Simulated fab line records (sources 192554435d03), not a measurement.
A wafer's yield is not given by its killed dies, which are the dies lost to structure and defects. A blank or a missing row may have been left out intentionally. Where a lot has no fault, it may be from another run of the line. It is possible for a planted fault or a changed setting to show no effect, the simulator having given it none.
Matching of chambers :: flow n5 finfet :: N5_ILD0_LINER_00 on ald sin-01: 4 sister chambers
The step material SiNx, target thk 4 nm, pulse time 1 s, purge time 2 s. 8 wafers are shown with their chamber, then 7 later ones without.

## EACH WAFER AND ITS CHAMBER
wafer: L105.3
chamber: 2
heater power w (W): 814
precursor pulse height rel: 1.025

wafer: L106.2
chamber: 0
heater power w (W): 932
precursor pulse height rel: 0.988

wafer: L106.6
chamber: 3
heater power w (W): 821
precursor pulse height rel: 0.988

wafer: L111.2
chamber: 0
heater power w (W): 934
precursor pulse height rel: 0.981

wafer: L111.4
chamber: 1
heater power w (W): 882
precursor pulse height rel: 0.985

wafer: L111.5
chamber: 2
heater power w (W): 841
precursor pulse height rel: 1.030

wafer: L113.1
chamber: 1
heater power w (W): 886
precursor pulse height rel: 1.035

wafer: L113.3
chamber: 3
heater power w (W): 844
precursor pulse height rel: 1.020

## WAFERS MISSING THEIR CHAMBER
wafer: L113.4
heater power w (W): 849
precursor pulse height rel: 0.965

wafer: L115.3
heater power w (W): 900
precursor pulse height rel: 0.972

wafer: L115.4
heater power w (W): 838
precursor pulse height rel: 0.985

wafer: L115.5
heater power w (W): 895
precursor pulse height rel: 1.015

wafer: L123.2
heater power w (W): 845
precursor pulse height rel: 0.998

wafer: L123.3
heater power w (W): 917
precursor pulse height rel: 1.024

wafer: L123.4
heater power w (W): 895
precursor pulse height rel: 0.987

## WHICH CHAMBER EACH ONE RAN IN
wafer: L113.4
from the rows above: can't be placed: 3 or 2 or 1
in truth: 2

wafer: L115.3
from the rows above: can't be placed: 1 or 0
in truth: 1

wafer: L115.4
from the rows above: can't be placed: 3 or 2
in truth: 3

wafer: L115.5
from the rows above: 1
in truth: 1

wafer: L123.2
from the rows above: can't be placed: 3 or 2
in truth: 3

wafer: L123.3
from the rows above: can't be placed: 0 or 1
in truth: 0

wafer: L123.4
from the rows above: can't be placed: 1 or 0
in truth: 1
Correctly placed: 1 of 7. These rows do not allow placing 6 (true chamber among the candidates in 6). 0 placed wrongly.
How it was worked out, from the rows above alone: a wafer's distance from a chamber is the root of the sum, over the readings, of the square of ((its reading less the chamber's mean) divided by the reading's scatter). The wafer belongs to the nearest chamber; if the next one is less than 2 further off, it can't be placed. A chamber's mean is the mean of its shown wafers. The scatter is the square root of a quotient: the sum, over the shown wafers, of each reading's squared deviation from its chamber's mean, divided by wafers minus chambers.
